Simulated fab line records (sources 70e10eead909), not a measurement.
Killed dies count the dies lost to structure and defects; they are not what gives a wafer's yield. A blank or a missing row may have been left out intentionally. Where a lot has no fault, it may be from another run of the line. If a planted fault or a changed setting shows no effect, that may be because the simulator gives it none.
fab line records	flow nand_harc
[record] lots = 13	wafers = 39	last_day = 25
route steps=1159 shown A_CONTACT@907 END@1159
lots with no fault: from the same line, run without faults
start_h: start of the lot's first displayed wafer, in hours after the record's first day	wait_h: hours elapsed since this lot's preceding step	" unchanged from the row above	L1.1+2: a single row standing in for several wafers	- value missing, or start not given	* or withheld: withheld	< > ~ a bound
route shown NAME@n: names a module that has steps shown in the file, with the first one's number in the route	usual: the fault-free wafers' mean and standard deviation	same: alike in all rows	chamber/n: place in a boat	sites: the reading at each site	_std_site: standard deviation across them	_edge_site: the outer-site mean with the inner-site mean subtracted	radius_mm: for every site, how far away it sits from the centre of the wafer	mask NAME#n: copy n	behind: the last tool/chamber to shape the wafer	hold: reason for holding the lot/hours on hold/outcome of the hold	device: names the non-switching transistor (n, p or np)	end of line: the tests these same wafers got at the end of their route	a step without rows: its recipe alone	killed: not the wafer's yield, but the dies lost to structure and defects at the first sort	map: dies across one wafer; x = killed, . = not, _ = none there
set.NAME: the setting that was run; set.NAME@STEP: the one run at that earlier step	model.NAME: the simulator's own value behind a step, which no gauge read
one table for each step of the route and one row for each wafer, over a sample of lots
services: when a tool's chamber went out of use (start_h, in hours from the record's first day, below 0 if earlier), for how many hours, and the reason
[[steps]]
[step NHARC_A_CONTACT_ETCH_127]
[recipe] source_w = withheld	pressure_mtorr = 20	bias_v = 1200	time_s = 155	target_depth_a = 9560	ar_flow_sccm = withheld	c4f8_flow_sccm = withheld	o2_flow_sccm = withheld	chemistry = C4F8/O2/Ar
[same] time_s = 155
lot.wafer	tool	chamber	start_h	wait_h	rf_hours_counter_h
L406.1	har_cap_etch-03	1	381.29	0.1	79
L406.4	"	1	"	"	-
L406.6	"	0	"	"	-
L408.4	har_cap_etch-01	0	392.53	0.1	-
L408.6	"	0	"	"	-
L408.5	"	1	"	"	-
L409.1	har_cap_etch-03	0	400.62	0.1	84
L409.4	"	1	"	"	-
L409.3	"	0	"	"	-
L410.1	har_cap_etch-01	0	405.35	0.1	60
L410.4	"	0	"	"	-
L410.5	"	0	"	"	-
L411.1	har_cap_etch-03	0	418.43	0.1	87
L411.4	"	1	"	"	-
L411.3	"	0	"	"	-
L413.1	har_cap_etch-02	0	434.58	0.1	19
L413.2	"	1	"	"	19
L413.4	"	1	"	"	-
L423.1	har_cap_etch-02	1	488.26	0.1	27
L423.2	"	0	"	"	27
L423.3	"	0	"	"	-
L421.1	har_cap_etch-03	0	492.90	0.1	98
L421.3	"	0	"	"	-
L421.6	"	0	"	"	-
L422.4	har_cap_etch-02	1	494.89	0.1	-
L422.5	"	1	"	"	-
L422.6	"	0	"	"	-
L424.2	har_cap_etch-02	0	499.75	0.1	31
L424.3	"	0	"	"	-
L424.6	"	1	"	"	-
L425.2	har_cap_etch-03	1	502.81	0.1	101
L425.4	"	0	"	"	-
L425.5	"	0	"	"	-
L426.3	har_cap_etch-01	0	511.48	0.1	-
L426.6	"	0	"	"	-
L426.5	"	1	"	"	-
L428.3	har_cap_etch-03	0	521.09	0.1	-
L428.4	"	1	"	"	-
L428.6	"	0	"	"	-
[step NHARC_A_CONTACT_ETCH_129]
[recipe] source_w = withheld	pressure_mtorr = 20	bias_v = 1200	time_s = 155	target_depth_a = 9560	ar_flow_sccm = withheld	c4f8_flow_sccm = withheld	o2_flow_sccm = withheld	chemistry = C4F8/O2/Ar
[same] time_s = 155
lot.wafer	tool	chamber	start_h	wait_h	rf_hours_counter_h
L406.1	har_cap_etch-03	1	381.58	0.1	80
L406.4	"	1	"	"	-
L406.6	"	0	"	"	-
L408.4	har_cap_etch-01	0	392.82	0.1	-
L408.6	"	0	"	"	-
L408.5	"	1	"	"	-
L409.1	har_cap_etch-03	0	400.90	0.1	85
L409.4	"	1	"	"	-
L409.3	"	0	"	"	-
L410.1	har_cap_etch-01	0	405.63	0.1	61
L410.4	"	0	"	"	-
L410.5	"	0	"	"	-
L411.1	har_cap_etch-03	0	418.71	0.1	87
L411.4	"	1	"	"	-
L411.3	"	0	"	"	-
L413.1	har_cap_etch-02	0	434.86	0.1	19
L413.2	"	1	"	"	19
L413.4	"	1	"	"	-
L423.1	har_cap_etch-02	1	488.55	0.1	28
L423.2	"	0	"	"	28
L423.3	"	0	"	"	-
L421.1	har_cap_etch-03	0	493.18	0.1	98
L421.3	"	0	"	"	-
L421.6	"	0	"	"	-
L422.4	har_cap_etch-02	1	495.17	0.1	-
L422.5	"	1	"	"	-
L422.6	"	0	"	"	-
L424.2	har_cap_etch-02	0	500.03	0.1	31
L424.3	"	0	"	"	-
L424.6	"	1	"	"	-
L425.2	har_cap_etch-03	1	503.09	0.1	101
L425.4	"	0	"	"	-
L425.5	"	0	"	"	-
L426.3	har_cap_etch-01	0	511.77	0.1	-
L426.6	"	0	"	"	-
L426.5	"	1	"	"	-
L428.3	har_cap_etch-03	0	521.37	0.1	-
L428.4	"	1	"	"	-
L428.6	"	0	"	"	-
[step NHARC_A_CONTACT_ETCH_97]
[recipe] target_depth_a = 200	over_etch_frac = 0.5	time_s = 10	ion_energy_ev = 250	c4f6_flow_sccm = 25	o2_flow_sccm = 20	ar_flow_sccm = 500	rf_w = 600	bias_w = 500	chemistry = C4F6/O2
[usual] bias_w = 500.0/1.6	c4f6_flow_sccm = 25.00/0.073	drypump_motor_current_A = 5.8/0.44	oes_product_au = 0.954/0.02	rf_fwd_power_W = 587/3.1	rf_vpp_V = 546.7/2.7	showerhead_plenum_p_Torr = 3.91/0.12	throttle_valve_pct = 26.904/0.01
[same] time_s = 10
lot.wafer	tool	chamber	start_h	wait_h	bias_w	c4f6_flow_sccm	drypump_motor_current_A	oes_product_au	rf_fwd_power_W	rf_hours_counter_h	rf_vpp_V	showerhead_plenum_p_Torr	throttle_valve_pct
L406.4	rie_diel-04	1	382.83	-	503.3	24.90	5.7	0.948	588	15	547.2	4.01	26.903
L406.1	"	3	"	"	497.9	25.11	6.6	0.937	588	17	549.7	4.07	26.915
L406.6	"	0	"	"	498.6	25.17	4.9	0.962	584	-	542.0	3.71	26.900
L408.4	rie_diel-04	1	394.05	-	498.9	24.93	5.7	0.932	586	17	549.7	4.01	26.894
L408.5	"	1	"	"	499.0	24.94	5.7	0.937	589	-	547.8	4.01	26.886
L408.6	"	2	"	"	499.7	25.06	5.8	0.945	583	-	544.3	3.80	26.908
L409.3	rie_diel-07	2	402.16	-	501.2	24.90	6.0	0.948	593	59	547.4	3.90	26.916
L409.4	"	3	"	"	497.6	25.02	6.2	0.943	585	61	550.0	4.08	26.909
L409.1	"	1	"	"	502.4	25.05	5.7	0.967	586	60	548.9	3.98	26.909
L410.1	rie_diel-02	2	406.91	-	501.5	24.98	5.8	0.940	589	24	547.7	3.94	26.918
L410.4	"	3	"	"	498.7	25.05	5.3	0.963	592	23	543.6	3.84	26.906
L410.5	"	0	"	"	500.6	25.00	6.0	0.946	587	-	542.8	3.75	26.886
L411.3	rie_diel-04	0	419.98	0.1	500.0	25.03	4.8	0.954	586	25	542.5	3.70	26.909
L411.1	"	2	"	"	501.9	24.96	5.8	0.956	587	22	544.8	3.80	26.910
L411.4	"	1	"	"	498.9	25.09	5.7	0.934	588	-	547.9	4.01	26.906
L413.2	rie_diel-07	0	436.16	0.1	500.5	25.00	5.5	0.948	591	8	550.6	4.02	26.897
L413.1	"	2	"	"	501.6	24.86	6.0	0.948	591	7	547.4	3.90	26.892
L413.4	"	2	"	"	499.1	25.05	6.0	0.954	592	-	545.9	3.90	26.885
L423.2	rie_diel-04	3	489.82	-	499.0	24.95	6.6	0.722	587	3	550.2	4.06	26.914
L423.3	"	0	"	"	500.7	25.01	4.9	0.728	587	3	541.6	3.70	26.910
L423.1	"	1	"	"	499.2	25.01	5.7	0.728	587	2	547.5	4.00	26.913
L421.1	rie_diel-04	0	494.79	-	500.9	25.12	4.9	0.729	587	4	541.4	3.70	26.899
L421.3	"	3	"	"	499.6	25.15	6.5	0.716	586	5	549.1	4.06	26.903
L421.6	"	0	"	"	499.0	25.16	4.9	0.728	585	-	542.5	3.70	26.909
L422.4	rie_diel-04	2	496.40	-	501.6	25.00	5.7	0.708	587	4	544.4	3.79	26.919
L422.5	"	2	"	"	503.9	25.00	5.8	0.707	587	-	542.0	3.79	26.899
L422.6	"	3	"	"	501.2	25.03	6.6	0.714	584	-	548.5	4.06	26.900
L424.3	rie_diel-07	1	501.31	-	499.3	24.85	5.6	0.979	584	31	548.2	3.96	26.907
L424.2	"	2	"	"	496.5	25.02	5.9	0.955	591	32	545.4	3.88	26.903
L424.6	"	2	"	"	499.9	25.06	6.0	0.959	592	-	546.5	3.88	26.923
L425.4	rie_diel-07	3	504.36	-	500.0	24.96	6.2	0.965	581	31	550.5	4.06	26.907
L425.2	"	1	"	"	499.7	24.95	5.6	0.952	585	32	547.1	3.96	26.914
L425.5	"	3	"	"	499.9	25.09	6.2	0.970	586	-	549.9	4.06	26.908
L426.3	rie_diel-07	1	513.00	-	499.4	24.92	5.7	0.958	586	36	546.3	3.96	26.909
L426.6	"	1	"	"	498.5	25.01	5.7	0.959	585	-	546.5	3.96	26.910
L426.5	"	2	"	"	498.3	25.07	6.0	0.963	589	-	547.4	3.88	26.888
L428.3	rie_diel-07	1	522.59	-	499.3	25.02	5.7	0.933	586	40	547.7	3.96	26.894
L428.4	"	0	"	"	500.7	24.98	5.5	0.941	593	39	549.7	4.00	26.915
L428.6	"	1	"	"	501.9	24.99	5.7	0.932	585	-	550.4	3.96	26.918
[step NHARC_A_CONTACT_CD_MEAS_80]
[usual] cd_nm = 189.7/0.83
lot.wafer	tool	chamber	start_h	wait_h	cd_nm
L406.1	cd_sem-01	-	382.90	-	188.0
L406.4	"	-	"	"	189.5
L406.6	"	-	"	"	187.5
L408.4	cd_sem-02	-	394.14	-	189.3
L408.5	"	-	"	"	189.9
L408.6	"	-	"	"	190.0
L409.1	cd_sem-01	-	402.24	-	190.0
L409.3	"	-	"	"	191.0
L409.4	"	-	"	"	190.3
L410.1	cd_sem-03	-	406.99	-	190.2
L410.4	"	-	"	"	190.3
L410.5	"	-	"	"	190.0
L411.1	cd_sem-02	-	420.07	-	189.1
L411.3	"	-	"	"	188.8
L411.4	"	-	"	"	189.0
L413.1	cd_sem-02	-	436.24	-	189.4
L413.2	"	-	"	"	189.4
L413.4	"	-	"	"	189.3
L423.1	cd_sem-01	-	489.90	-	189.6
L423.2	"	-	"	"	190.1
L423.3	"	-	"	"	190.2
L421.1	cd_sem-01	-	494.87	-	189.9
L421.3	"	-	"	"	190.2
L421.6	"	-	"	"	189.3
L422.4	cd_sem-01	-	496.49	-	189.2
L422.5	"	-	"	"	188.9
L422.6	"	-	"	"	189.6
L424.2	cd_sem-01	-	501.39	-	190.9
L424.3	"	-	"	"	190.0
L424.6	"	-	"	"	190.7
L425.2	cd_sem-03	-	504.44	-	189.5
L425.4	"	-	"	"	189.4
L425.5	"	-	"	"	189.3
L426.3	cd_sem-02	-	513.09	-	189.5
L426.5	"	-	"	"	189.2
L426.6	"	-	"	"	189.2
L428.3	cd_sem-03	-	522.68	-	190.6
L428.4	"	-	"	"	190.5
L428.6	"	-	"	"	190.4
[step NHARC_END_SORT_01]
[recipe] temp_c = 25
[usual] killed_at_array = 28/11	killed_at_other = 0.8/1.1	killed_at_periphery = 3.3/2.8	killed_dies = 32/11	killed_open = 3.3/1.9	killed_short = 1.9/1.4
[same] gross_dies = 677
lot.wafer	tool	chamber	start_h	wait_h	killed_at_array	killed_at_other	killed_at_periphery	killed_dies	killed_open	killed_short
L421.1	prober-01	0	553.10	2.5	676	0	1	677	1	2
L421.3	prober-01	0	554.73	3.1	674	0	3	677	4	1
L421.6	prober-01	0	557.17	4.1	676	0	1	677	1	1
L423.1	prober-02	0	560.97	2.5	675	1	1	677	3	0
L423.2	prober-02	0	561.76	2.8	676	1	0	677	1	1
L423.3	prober-02	0	562.55	3.1	677	0	0	677	2	2
L422.4	prober-01	0	563.42	3.4	667	4	6	677	2	3
L422.5	prober-01	0	564.22	3.7	674	1	2	677	5	1
L422.6	prober-01	0	565.02	4.0	673	1	3	677	4	4
L425.2	prober-02	0	577.23	2.7	27	0	1	28	2	4
L425.4	prober-02	0	578.83	3.4	32	1	2	35	6	2
L425.5	prober-02	0	579.63	3.7	35	0	2	37	5	1
// killed by level:class
L421.1 A_CONTACT:area_etch=658 A_CONTACT:chamber_film_flake=14 A_ONON_D1:geometric_particle:short=1 A_CONTACT:geometric_particle:short=1 A_M0:geometric_particle:open=1 P_STI:chamber_film_flake=1 A_CHANNEL_HOLE_D1:chamber_film_flake=1
L421.3 A_CONTACT:area_etch=665 A_CHANNEL_HOLE_D1:chamber_film_flake=3 A_CHANNEL_FILL_D1:geometric_particle:open=2 P_STI:chamber_film_flake=2 A_CONTACT:chamber_film_flake=2 P_CONTACT:geometric_particle:open=1 A_WL_FILL:geometric_particle:short=1 A_CONTACT:geometric_particle:open=1
L421.6 A_CONTACT:area_etch=662 A_CHANNEL_HOLE_D1:chamber_film_flake=6 A_WL_FILL:chamber_film_flake=2 A_CONTACT:chamber_film_flake=2 A_WL_FILL:geometric_particle:short=1 A_CONTACT:geometric_particle:open=1 P_STI:chamber_film_flake=1 A_STAIRCASE:chamber_film_flake=1
L423.1 A_CONTACT:area_etch=635 A_CHANNEL_HOLE_D1:chamber_film_flake=23 A_SLIT:chamber_film_flake=12 A_STAIRCASE:chamber_film_flake=2 P_GATE:geometric_particle:open=1 A_SOURCE_PLATE:geometric_particle:open=1 A_CONTACT:geometric_particle:open=1 A_WL_FILL:chamber_film_flake=1
L423.2 A_CONTACT:area_etch=637 A_CHANNEL_HOLE_D1:chamber_film_flake=20 A_SLIT:chamber_film_flake=13 A_CONTACT:chamber_film_flake=4 A_STAIRCASE:geometric_particle:short=1 A_CONTACT:geometric_particle:open=1 THIN_TSV:chamber_film_flake=1
L423.3 A_CONTACT:area_etch=636 A_CHANNEL_HOLE_D1:chamber_film_flake=19 A_SLIT:chamber_film_flake=11 A_CONTACT:chamber_film_flake=4 A_STAIRCASE:chamber_film_flake=2 A_ONON_D1:geometric_particle:short=1 A_CHANNEL_FILL_D1:geometric_particle:open=1 A_WL_FILL:geometric_particle:short=1
L422.4 A_CONTACT:area_etch=644 A_STAIRCASE:chamber_film_flake=8 A_CHANNEL_HOLE_D1:chamber_film_flake=6 P_M1:chamber_film_flake=6 THIN_TSV:chamber_film_flake=4 A_WL_FILL:chamber_film_flake=2 A_ONON_D1:geometric_particle:open=1 A_ONON_D1:geometric_particle:short=1
L422.5 A_CONTACT:area_etch=645 A_STAIRCASE:chamber_film_flake=12 A_CHANNEL_HOLE_D1:chamber_film_flake=9 A_M0:geometric_particle:open=2 A_CONTACT:chamber_film_flake=2 A_CHANNEL_FILL_D1:geometric_particle:open=1 A_WL_FILL:geometric_particle:short=1 A_WL_FILL:geometric_particle:open=1
L422.6 A_CONTACT:area_etch=649 A_STAIRCASE:chamber_film_flake=10 A_CHANNEL_HOLE_D1:chamber_film_flake=7 A_WL_FILL:geometric_particle:short=2 P_M0:geometric_particle:open=1 A_ONON_D1:geometric_particle:open=1 A_SLIT:geometric_particle:open=1 A_CONTACT:geometric_particle:open=1
L425.2 A_SLIT:chamber_film_flake=15 A_CHANNEL_HOLE_D1:chamber_film_flake=5 A_CONTACT:geometric_particle:short=2 P_CONTACT:geometric_particle:short=1 A_ONON_D1:geometric_particle:open=1 A_CHANNEL_FILL_D1:geometric_particle:open=1 A_SGD_CUT:geometric_particle:short=1 A_WL_FILL:chamber_film_flake=1
L425.4 A_SLIT:chamber_film_flake=15 A_CHANNEL_HOLE_D1:chamber_film_flake=5 A_WL_FILL:chamber_film_flake=3 A_M0:geometric_particle:open=2 A_CONTACT:chamber_film_flake=2 P_STI:geometric_particle:open=1 P_M2:geometric_particle:open=1 A_SOURCE_PLATE:geometric_particle:open=1
L425.5 A_SLIT:chamber_film_flake=19 A_CHANNEL_HOLE_D1:chamber_film_flake=7 A_CONTACT:chamber_film_flake=4 P_CONTACT:geometric_particle:short=1 P_CONTACT:geometric_particle:open=1 A_SOURCE_PLATE:geometric_particle:open=1 A_SGD_CUT:geometric_particle:open=1 A_CONTACT:geometric_particle:open=1
[[services]]
tool	chamber	start_h	hours	kind
rie_diel-07	0	360.48	-	clean
rie_diel-07	1	360.48	-	clean
rie_diel-07	2	360.48	-	clean
rie_diel-07	3	360.48	-	clean
rie_diel-04	0	371.99	-	clean
rie_diel-04	1	371.99	-	clean
rie_diel-04	2	371.99	-	clean
rie_diel-04	3	371.99	-	clean
rie_diel-07	0	385.00	-	clean
rie_diel-07	1	385.00	-	clean
rie_diel-07	2	385.00	-	clean
rie_diel-07	3	385.00	-	clean
rie_diel-04	0	396.49	-	clean
rie_diel-04	1	396.49	-	clean
rie_diel-04	2	396.49	-	clean
rie_diel-04	3	396.49	-	clean
rie_diel-04	3	404.91	21.6	repair
rie_diel-07	-	405.20	9.0	pm
rie_diel-07	0	405.20	9.0	vent_cycle
rie_diel-07	1	405.20	9.0	vent_cycle
rie_diel-04	0	448.06	6.4	repair
rie_diel-04	-	466.28	9.0	pm
rie_diel-04	2	483.06	4.3	repair
rie_diel-02	-	505.01	9.0	pm
[[key]]
[first_sign] step = NHARC_A_CONTACT_ETCH_97	reading = oes_product_au	direction = down	sigmas = 12	usual = 0.954	struck = 0.720
[effect] step = NHARC_END_SORT_01	reading = killed_at_array	direction = up	sigmas = 59	usual = 28	struck = 674
[more_kills_born_at] NHARC_A_CONTACT_ETCH_97@rie_diel-04 = 5831
met_at NHARC_A_CONTACT_ETCH_97
struck_lots L421,L422,L423
later_rows_left_out L421.1,L421.3,L421.6,L422.4,L422.5,L422.6,L423.1,L423.2,L423.3
tester_left_out L421,L422,L423
not_acting_at NHARC_A_CONTACT_ETCH_127,NHARC_A_CONTACT_ETCH_129,NHARC_A_CONTACT_CD_MEAS_80
onset_between 419.98 489.82
[fault] kind = process_parameter_drift	tool = rie_diel-04	chamber = -	onset_h = 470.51	steps = NHARC_A_CONTACT_ETCH_97	channel = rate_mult	offset = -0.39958	shape = step	end_h = 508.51
// tester_left_out: of these lots the tester's yield and bins aren't shown, on N5 and GAA mostly nor the transistor test; their killed dies are dies lost to structure and defects alone, not to doping, threshold or leakage, so they don't give the yield
// later_rows_left_out: the simulator's readings of these wafers behind a module that went badly wrong aren't trusted and aren't shown, but for the sort
